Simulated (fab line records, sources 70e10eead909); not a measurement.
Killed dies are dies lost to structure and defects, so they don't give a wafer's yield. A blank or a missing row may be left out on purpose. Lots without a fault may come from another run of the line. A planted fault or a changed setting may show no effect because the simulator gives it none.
A struck lot beside a sound one | flow nand_harc | 27 steps out of a route of 1302
Sound: wafers L776.2, L776.5, L776.6. Struck: wafers L793.1, L793.2, L793.6. The cause comes at the end.
At each step with rows: each side's tool, then ch and its chambers, then its first start. Under that, the readings that differ: sound wafers | struck wafers | difference of the means | sigmas: that difference in standard deviations of wafers without a fault.
alike: readings whose means differ by less than 2 such deviations, and words and numbers that are the same on both sides. not compared: withheld readings, readings that some wafer has no value for, bounds like >300 that may hide the same value, and numbers for which the record gives no deviation and whose values overlap.
The two part at a step that has a row with sigmas, a row that says differs or no value, or rows on one side only. Numbers that don't overlap but have no deviation are shown without sigmas and don't part them. A reading that every wafer of one side lacks parts them only if that side has two wafers or more.

NHARC_P_ZERO_WELL_DESCUM_54: chemistry O2, time 3 s.
  sound on rie_diel-02 ch 0,3, day 2 12:02; struck on rie_diel-03 ch 0,2, day 9 13:43
  alike: drypump_motor_current_A, o2_flow_sccm, oes_product_au, rf_vpp_V, showerhead_plenum_p_Torr, throttle_valve_pct
  not compared: rf_hours_counter_h
then, 5 steps without rows for these wafers: NHARC_P_ZERO_WELL_IMPLANT_55; NHARC_P_ZERO_WELL_IMPLANT_61; NHARC_P_ZERO_WELL_STRIP_56 (strips in SPM, time 840 s); NHARC_P_ZERO_WELL_PRECLEAN_68 (cleans in SC1, time 60 s); NHARC_P_ZERO_WELL_SRD_69.
NHARC_P_ZERO_WELL_RTA_42: time 300 s.
  sound on rtp_anneal-02 ch 0, day 2 13:08; struck on rtp_anneal-02 ch 0, day 9 14:41
  alike: lamp_power_pct, lamp_zone_5_pct, wafer_temp_C_max
NHARC_P_ZERO_WELL_INSPECT_43:
  sound on defect_inspect-02, day 2 13:44; struck on defect_inspect-02, day 9 15:22
  alike: raw_defect_count
then, 4 steps without rows for these wafers: NHARC_P_STI_ETCH_26 (etches SiO2 in dHF, target depth 11 nm); NHARC_P_STI_PRECLEAN_27 (cleans in SC1); NHARC_P_STI_SRD_28; NHARC_P_STI_OXIDE_29 (material SiO2, target thk 10 nm, ox time 1362 s).
NHARC_P_STI_HM_DEP_30: deposits Si3N4, target thk 80 nm, time 873 s.
  sound on lpcvd-01 ch 0, day 3 04:00; struck on lpcvd-01 ch 0, day 10 05:12
  alike: spike_tc_bottom_C, spike_tc_upper_C
then, 9 steps without rows for these wafers: NHARC_P_STI_DEHYDRATE_01 (time 120 s); NHARC_P_STI_HMDS_02 (time 30 s); NHARC_P_STI_COAT_41 (time 65 s); NHARC_P_STI_COAT_03 (resist thk 600 nm); NHARC_P_STI_SOFTBAKE_04 (time 70 s); NHARC_P_STI_EBR_05; NHARC_P_STI_EXPOSE_06 (exposes mask P STI, target cd 200 nm); NHARC_P_STI_PEB_07 (peb time 80 s); NHARC_P_STI_DEVELOP_08 (time 50 s).
NHARC_P_STI_CD_MEAS_09: target cd 200 nm.
  sound on cd_sem-03 ch 0, day 3 08:02; struck on cd_sem-02 ch 0, day 10 09:06
  alike: cd_nm
NHARC_P_STI_OVL_MEAS_10:
  sound on overlay-01, day 3 08:07; struck on overlay-01, day 10 09:11
  reading           | sound    | struck | difference | sigmas
  overlay_y_nm (nm) | -7 -7 -6 | 9 9 9  | +16        | +2
  alike: overlay_x_nm
NHARC_P_STI_INSPECT_11:
  sound on defect_inspect-01, day 3 08:09; struck on defect_inspect-01, day 10 09:13
  reading          | sound | struck   | difference | sigmas
  raw_defect_count | 4 6 6 | 48 22 23 | +26        | +8
then, 1 step without rows for these wafers: NHARC_P_STI_HARDBAKE_13 (time 65 s).
-- the record jumps here: 22 days lie between the struck wafers' starts before and after (it left off in module P_STI and takes up again in module END, whose first step shown is number 1302 of the route) --
NHARC_END_SORT_01:
  sound on prober-02 ch 0, day 24 18:48; struck on prober-01 ch 0, day 32 13:06
  reading             | sound | struck   | difference | sigmas
  killed_at_periphery | 4 6 3 | 20 15 15 | +12        | +5
  alike: killed_at_array, killed_at_other, killed_dies, killed_open, killed_short

WHERE THEY PART
First at NHARC_P_STI_OVL_MEAS_10; last, within this record, at NHARC_END_SORT_01.

WHY: what the simulator had put in
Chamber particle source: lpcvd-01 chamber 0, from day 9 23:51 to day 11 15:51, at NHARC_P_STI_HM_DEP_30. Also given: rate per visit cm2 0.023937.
